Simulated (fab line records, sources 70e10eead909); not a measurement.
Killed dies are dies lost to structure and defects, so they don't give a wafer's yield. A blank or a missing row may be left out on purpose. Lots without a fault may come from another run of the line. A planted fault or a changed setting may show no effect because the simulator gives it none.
Which tool did it? | flow nand_harc | 24 lots, 72 wafers sampled, at 6 steps of a route of 1159

WHAT THE GAUGES READ, wafer by wafer
NHARC_P_STI_INSPECT_25.
lot  | measured    | on                | raw_defect_count
L074 | day 3 16:46 | defect_inspect-01 | 322 307 269
L075 | day 4 00:55 | defect_inspect-02 | 234 172 300
L076 | day 4 09:01 | defect_inspect-01 | 214 126 135
L077 | day 4 09:01 | defect_inspect-02 | 235 194 311
L078 | day 4 15:02 | defect_inspect-02 | 226 253 129
L079 | day 4 23:48 | defect_inspect-01 | 168 146 265
L080 | day 5 06:59 | defect_inspect-02 | 92 152 189
L081 | day 5 06:58 | defect_inspect-01 | 221 238 304
L082 | day 5 16:23 | defect_inspect-01 | 330 273 267
L083 | day 6 00:29 | defect_inspect-01 | 178 237 174
L084 | day 6 06:50 | defect_inspect-01 | 300 461 264
L085 | day 6 06:50 | defect_inspect-02 | 335 271 218
L086 | day 6 23:17 | defect_inspect-01 | 203 309 209
L087 | day 6 23:17 | defect_inspect-01 | 259 297 247
L088 | day 6 23:17 | defect_inspect-02 | 316 429 372
L089 | day 7 13:13 | defect_inspect-02 | 176 210 128
L090 | day 7 13:13 | defect_inspect-01 | 272 202 307
L091 | day 7 22:31 | defect_inspect-01 | 170 192 206
L092 | day 8 05:04 | defect_inspect-01 | 245 233 252
L093 | day 8 10:16 | defect_inspect-02 | 129 165 132
L094 | day 8 17:33 | defect_inspect-02 | 252 197 292
L095 | day 8 23:38 | defect_inspect-01 | 268 322 274
L096 | day 9 06:13 | defect_inspect-02 | 247 207 417
L097 | day 9 13:35 | defect_inspect-01 | 342 371 237

NHARC_P_CONTACT_INSPECT_14.
lot  | measured     | on                | raw_defect_count
L074 | day 5 14:55  | defect_inspect-02 | 1 8 2
L075 | day 6 00:28  | defect_inspect-01 | 3 3 3
L076 | day 6 03:44  | defect_inspect-01 | 8 11 7
L077 | day 6 03:00  | defect_inspect-01 | 0 1 4
L078 | day 6 10:02  | defect_inspect-02 | 3 7 5
L079 | day 6 23:13  | defect_inspect-02 | 0 3 3
L080 | day 6 23:52  | defect_inspect-01 | 7 2 3
L081 | day 6 23:34  | defect_inspect-02 | 2 2 2
L082 | day 7 17:29  | defect_inspect-01 | 2 5 1
L083 | day 7 20:05  | defect_inspect-01 | 2 7 4
L084 | day 8 00:33  | defect_inspect-01 | 8 2 7
L085 | day 8 02:23  | defect_inspect-01 | 1 1 2
L086 | day 8 18:46  | defect_inspect-01 | 4 4 1
L087 | day 8 18:06  | defect_inspect-01 | 8 1 1
L088 | day 8 17:41  | defect_inspect-02 | 1 5 4
L089 | day 9 09:37  | defect_inspect-02 | 1 3 5
L090 | day 9 10:33  | defect_inspect-01 | 4 2 2
L091 | day 9 16:57  | defect_inspect-01 | 2 7 3
L092 | day 10 03:20 | defect_inspect-02 | 3 4 0
L093 | day 10 07:54 | defect_inspect-02 | 5 4 2
L094 | day 10 15:20 | defect_inspect-01 | 0 1 4
L095 | day 10 21:14 | defect_inspect-01 | 1 3 6
L096 | day 11 01:10 | defect_inspect-02 | 6 4 5
L097 | day 11 10:11 | defect_inspect-02 | 3 4 2

WHICH TOOL RAN EACH LOT (tool, then ch and the chambers of the sampled wafers, then the start)
lot  | NHARC_P_ZERO_WELL_ETCH_65         | NHARC_P_GATE_STRIP_111               | NHARC_P_GATE_STRIP_113               | NHARC_P_GATE_DEGAS_109
L074 | rie_diel-12 ch 2,3, day 1 13:30   | plasma_asher-02 ch 0,1, day 5 07:15  | plasma_asher-02 ch 0,1, day 5 10:56  | pvd_sputter-02, day 5 12:10
L075 | rie_diel-12 ch 0,2,3, day 1 19:22 | plasma_asher-02 ch 0,1, day 5 16:28  | plasma_asher-01 ch 0,1, day 5 19:58  | pvd_sputter-03, day 5 21:38
L076 | rie_diel-11 ch 1,2,3, day 2 01:30 | plasma_asher-02 ch 0,1, day 5 20:02  | plasma_asher-01 ch 0,1, day 5 23:45  | pvd_sputter-03, day 6 01:08
L077 | rie_diel-01 ch 1,2,3, day 2 07:29 | plasma_asher-01 ch 0,1, day 5 19:19  | plasma_asher-01 ch 0,1, day 5 22:44  | pvd_sputter-03, day 6 00:19
L078 | rie_diel-12 ch 2,3, day 2 13:29   | plasma_asher-02 ch 0,1, day 6 02:06  | plasma_asher-02 ch 0,1, day 6 05:54  | pvd_sputter-02, day 6 07:08
L079 | rie_diel-11 ch 0,1,2, day 2 19:30 | plasma_asher-01 ch 0,1, day 6 14:59  | plasma_asher-02 ch 0,1, day 6 18:40  | pvd_sputter-02, day 6 20:14
L080 | rie_diel-01 ch 2,3, day 3 01:22   | plasma_asher-01 ch 0,1, day 6 16:00  | plasma_asher-02 ch 0,1, day 6 19:47  | pvd_sputter-01, day 6 21:11
L081 | rie_diel-11 ch 0,2,3, day 3 07:21 | plasma_asher-02 ch 0,1, day 6 15:32  | plasma_asher-01 ch 0,1, day 6 19:09  | pvd_sputter-02, day 6 20:57
L082 | rie_diel-01 ch 1,2,3, day 3 13:30 | plasma_asher-02 ch 0,1, day 7 09:34  | plasma_asher-01 ch 0,1, day 7 13:10  | pvd_sputter-02, day 7 14:32
L083 | rie_diel-12 ch 0,1,2, day 3 19:40 | plasma_asher-02 ch 0,1, day 7 12:36  | plasma_asher-01 ch 0,1, day 7 16:09  | pvd_sputter-02, day 7 17:23
L084 | rie_diel-12 ch 0,2,3, day 4 01:29 | plasma_asher-01 ch 0,1, day 7 17:02  | plasma_asher-01 ch 0,1, day 7 20:23  | pvd_sputter-03, day 7 21:59
L085 | rie_diel-01 ch 0,2, day 4 07:22   | plasma_asher-01 ch 0, day 7 18:26    | plasma_asher-02 ch 0,1, day 7 22:04  | pvd_sputter-02, day 7 23:32
L086 | rie_diel-11 ch 0,1,3, day 4 13:22 | plasma_asher-02 ch 0,1, day 8 10:31  | plasma_asher-01 ch 0,1, day 8 14:23  | pvd_sputter-02, day 8 15:54
L087 | rie_diel-11 ch 0,2,3, day 4 19:23 | plasma_asher-02 ch 0,1, day 8 10:11  | plasma_asher-02 ch 0,1, day 8 13:47  | pvd_sputter-02, day 8 15:23
L088 | rie_diel-11 ch 0,1,2, day 5 01:23 | plasma_asher-01 ch 0,1, day 8 09:59  | plasma_asher-01 ch 0,1, day 8 13:30  | pvd_sputter-01, day 8 15:05
L089 | rie_diel-12 ch 0,1,3, day 5 07:26 | plasma_asher-01 ch 0,1, day 9 01:44  | plasma_asher-01 ch 0,1, day 9 05:19  | pvd_sputter-01, day 9 06:44
L090 | rie_diel-12 ch 1,2,3, day 5 13:22 | plasma_asher-01 ch 0,1, day 9 02:33  | plasma_asher-01 ch 0, day 9 06:06    | pvd_sputter-02, day 9 07:50
L091 | rie_diel-01 ch 0,1,2, day 5 19:39 | plasma_asher-01 ch 0,1, day 9 09:25  | plasma_asher-02 ch 0,1, day 9 12:47  | pvd_sputter-01, day 9 14:23
L092 | rie_diel-01 ch 0,2,3, day 6 01:29 | plasma_asher-01 ch 0,1, day 9 19:25  | plasma_asher-01 ch 0,1, day 9 23:01  | pvd_sputter-01, day 10 00:37
L093 | rie_diel-12 ch 1,2,3, day 6 07:29 | plasma_asher-02 ch 0,1, day 10 00:11 | plasma_asher-01 ch 0,1, day 10 03:40 | pvd_sputter-03, day 10 05:07
L094 | rie_diel-01 ch 0,2,3, day 6 13:29 | plasma_asher-01 ch 0,1, day 10 07:11 | plasma_asher-02 ch 0,1, day 10 10:53 | pvd_sputter-01, day 10 12:36
L095 | rie_diel-11 ch 1,2,3, day 6 19:31 | plasma_asher-01 ch 0,1, day 10 10:25 | plasma_asher-01 ch 0,1, day 10 17:18 | pvd_sputter-01, day 10 18:39
L096 | rie_diel-11 ch 0,2, day 7 01:34   | plasma_asher-02 ch 0,1, day 10 16:50 | plasma_asher-02 ch 0,1, day 10 20:18 | pvd_sputter-01, day 10 21:54
L097 | rie_diel-11 ch 0,1,2, day 7 07:22 | plasma_asher-02 ch 0,1, day 11 02:11 | plasma_asher-01 ch 0,1, day 11 05:33 | pvd_sputter-03, day 11 07:08
- NHARC_P_ZERO_WELL_ETCH_65: etches the open film in N2/H2, target depth 80 nm, overetch 24 nm, time 87.88 s.
- NHARC_P_GATE_STRIP_111: strips in N2/H2, time 250 s.
- NHARC_P_GATE_STRIP_113: strips in N2/H2, time 740 s.
- NHARC_P_GATE_DEGAS_109: time 60 s.

WHAT THE TOOLS THEMSELVES READ (means of the sampled wafers that have a number; where no wafer has one, the mark that the record gives instead)
NHARC_P_ZERO_WELL_ETCH_65.
lot  | tool        | drypump_motor_current_A (A) | oes_product_au (a.u.) | rf_fwd_power_W (W) | rf_vpp_V (V) | showerhead_plenum_p_Torr (Torr) | throttle_valve_pct (%)
L074 | rie_diel-12 | 6.0                         | 1.002                 | 397.4              | 430.5        | 2.06                            | 14.165
L075 | rie_diel-12 | 5.9                         | 1.005                 | 398.4              | 430.7        | 2.05                            | 14.175
L076 | rie_diel-11 | 5.3                         | 0.988                 | 398.6              | 429.4        | 2.03                            | 14.172
L077 | rie_diel-01 | 5.7                         | 0.998                 | 397.7              | 431.1        | 2.08                            | 14.173
L078 | rie_diel-12 | 6.0                         | 0.988                 | 397.0              | 431.3        | 2.06                            | 14.179
L079 | rie_diel-11 | 5.4                         | 0.998                 | 397.2              | 430.5        | 2.04                            | 14.170
L080 | rie_diel-01 | 5.2                         | 0.997                 | 398.2              | 431.1        | 2.05                            | 14.175
L081 | rie_diel-11 | 5.2                         | 0.998                 | 396.5              | 432.8        | 2.10                            | 14.167
L082 | rie_diel-01 | 5.7                         | 1.005                 | 396.9              | 431.6        | 2.08                            | 14.175
L083 | rie_diel-12 | 6.1                         | 1.003                 | 397.1              | 430.2        | 2.03                            | 14.172
L084 | rie_diel-12 | 5.9                         | 0.999                 | 397.1              | 431.1        | 2.05                            | 14.173
L085 | rie_diel-01 | 5.2                         | 1.003                 | 396.4              | 431.4        | 2.04                            | 14.175
L086 | rie_diel-11 | 5.6                         | 1.003                 | 396.5              | 432.2        | 2.11                            | 14.168
L087 | rie_diel-11 | 5.2                         | 1.006                 | 397.1              | 431.5        | 2.10                            | 14.164
L088 | rie_diel-11 | 5.4                         | 1.000                 | 397.4              | 430.2        | 2.04                            | 14.170
L089 | rie_diel-12 | 6.2                         | 0.995                 | 395.7              | 432.7        | 2.09                            | 14.177
L090 | rie_diel-12 | 6.2                         | 0.996                 | 397.4              | 430.3        | 2.03                            | 14.177
L091 | rie_diel-01 | 5.6                         | 0.997                 | 397.7              | 431.8        | 2.07                            | 14.180
L092 | rie_diel-01 | 5.2                         | 1.003                 | 397.7              | 430.8        | 2.04                            | 14.168
L093 | rie_diel-12 | 6.2                         | 0.997                 | 396.6              | 430.6        | 2.03                            | 14.166
L094 | rie_diel-01 | 5.2                         | 0.997                 | 398.3              | 430.9        | 2.04                            | 14.169
L095 | rie_diel-11 | 5.3                         | 0.995                 | 396.5              | 430.1        | 2.03                            | 14.175
L096 | rie_diel-11 | 5.0                         | 1.000                 | 396.2              | 430.2        | 2.03                            | 14.166
L097 | rie_diel-11 | 5.4                         | 0.999                 | 397.4              | 431.4        | 2.04                            | 14.165

NHARC_P_GATE_STRIP_111.
lot  | tool            | drypump_motor_current_A (A) | heater_power_w (W) | rf_refl_power_W (W)
L074 | plasma_asher-02 | 5.9                         | 87                 | 12
L075 | plasma_asher-02 | 5.9                         | 87                 | 12
L076 | plasma_asher-02 | 5.8                         | 88                 | 11
L077 | plasma_asher-01 | 5.6                         | 88                 | 19
L078 | plasma_asher-02 | 5.9                         | 88                 | 12
L079 | plasma_asher-01 | 5.6                         | 87                 | 19
L080 | plasma_asher-01 | 5.2                         | 80                 | 21
L081 | plasma_asher-02 | 5.7                         | 90                 | 17
L082 | plasma_asher-02 | 5.7                         | 91                 | 17
L083 | plasma_asher-02 | 5.9                         | 86                 | 12
L084 | plasma_asher-01 | 5.6                         | 88                 | 18
L085 | plasma_asher-01 | 5.9                         | 97                 | 16
L086 | plasma_asher-02 | 5.8                         | 88                 | 12
L087 | plasma_asher-02 | 5.7                         | 90                 | 16
L088 | plasma_asher-01 | 5.6                         | 90                 | 18
L089 | plasma_asher-01 | 5.6                         | 87                 | 19
L090 | plasma_asher-01 | 5.3                         | 79                 | 21
L091 | plasma_asher-01 | 5.6                         | 87                 | 18
L092 | plasma_asher-01 | 5.5                         | 87                 | 19
L093 | plasma_asher-02 | 5.7                         | 90                 | 17
L094 | plasma_asher-01 | 5.2                         | 79                 | 21
L095 | plasma_asher-01 | 5.2                         | 78                 | 21
L096 | plasma_asher-02 | 5.7                         | 90                 | 17
L097 | plasma_asher-02 | 5.9                         | 86                 | 12

NHARC_P_GATE_STRIP_113.
lot  | tool            | drypump_motor_current_A (A) | heater_power_w (W) | rf_refl_power_W (W)
L074 | plasma_asher-02 | 5.9                         | 88                 | 12
L075 | plasma_asher-01 | 5.3                         | 77                 | 21
L076 | plasma_asher-01 | 5.2                         | 79                 | 21
L077 | plasma_asher-01 | 5.6                         | 88                 | 18
L078 | plasma_asher-02 | 5.8                         | 88                 | 12
L079 | plasma_asher-02 | 5.9                         | 86                 | 12
L080 | plasma_asher-02 | 5.8                         | 86                 | 12
L081 | plasma_asher-01 | 5.2                         | 80                 | 21
L082 | plasma_asher-01 | 5.3                         | 79                 | 21
L083 | plasma_asher-01 | 5.2                         | 78                 | 21
L084 | plasma_asher-01 | 5.2                         | 80                 | 21
L085 | plasma_asher-02 | 5.7                         | 91                 | 16
L086 | plasma_asher-01 | 5.6                         | 87                 | 19
L087 | plasma_asher-02 | 5.8                         | 86                 | 12
L088 | plasma_asher-01 | 5.6                         | 87                 | 18
L089 | plasma_asher-01 | 5.6                         | 88                 | 19
L090 | plasma_asher-01 | 5.9                         | 97                 | 16
L091 | plasma_asher-02 | 5.9                         | 86                 | 12
L092 | plasma_asher-01 | 5.6                         | 88                 | 18
L093 | plasma_asher-01 | 5.3                         | 78                 | 21
L094 | plasma_asher-02 | 5.7                         | 88                 | 17
L095 | plasma_asher-01 | 5.2                         | 79                 | 21
L096 | plasma_asher-02 | 5.8                         | 86                 | 12
L097 | plasma_asher-01 | 5.6                         | 88                 | 19

NHARC_P_GATE_DEGAS_109.
lot  | tool           | heater_power_w (W)
L074 | pvd_sputter-02 | 443
L075 | pvd_sputter-03 | 449
L076 | pvd_sputter-03 | 440
L077 | pvd_sputter-03 | 474
L078 | pvd_sputter-02 | 486
L079 | pvd_sputter-02 | 548
L080 | pvd_sputter-01 | 388
L081 | pvd_sputter-02 | 509
L082 | pvd_sputter-02 | 496
L083 | pvd_sputter-02 | 526
L084 | pvd_sputter-03 | 462
L085 | pvd_sputter-02 | 429
L086 | pvd_sputter-02 | 507
L087 | pvd_sputter-02 | 495
L088 | pvd_sputter-01 | 436
L089 | pvd_sputter-01 | 384
L090 | pvd_sputter-02 | 514
L091 | pvd_sputter-01 | 394
L092 | pvd_sputter-01 | 436
L093 | pvd_sputter-03 | 460
L094 | pvd_sputter-01 | 419
L095 | pvd_sputter-01 | 412
L096 | pvd_sputter-01 | 403
L097 | pvd_sputter-03 | 472

THE ANSWER, worked out from the rows above alone
Rule: what is usual is taken from the lots themselves. Put in order of their means at a reading, lots are off if they are a third of the lots or fewer, leave a main group of 4 or more, and stand apart from it by a gap of 3 or more times the standard deviation of the main group's means; of several such gaps the widest counts. A main group whose means are all the same, to the digits that the tables above print for the reading, isn't used. A lot without any number at a reading at which 4 lots or more have one is off too. The other lots that the step has rows for count as sound. The gauges are gone through in route order, then the tools' own readings, and for those a lot's mean is taken as printed above. The first step at which some lot is off is used, and at that step the reading that is off furthest; a lot without a number counts as furthest.
No lot is off at any reading shown: from this, nothing can be told.

WHAT THE SIMULATOR HAD PUT IN
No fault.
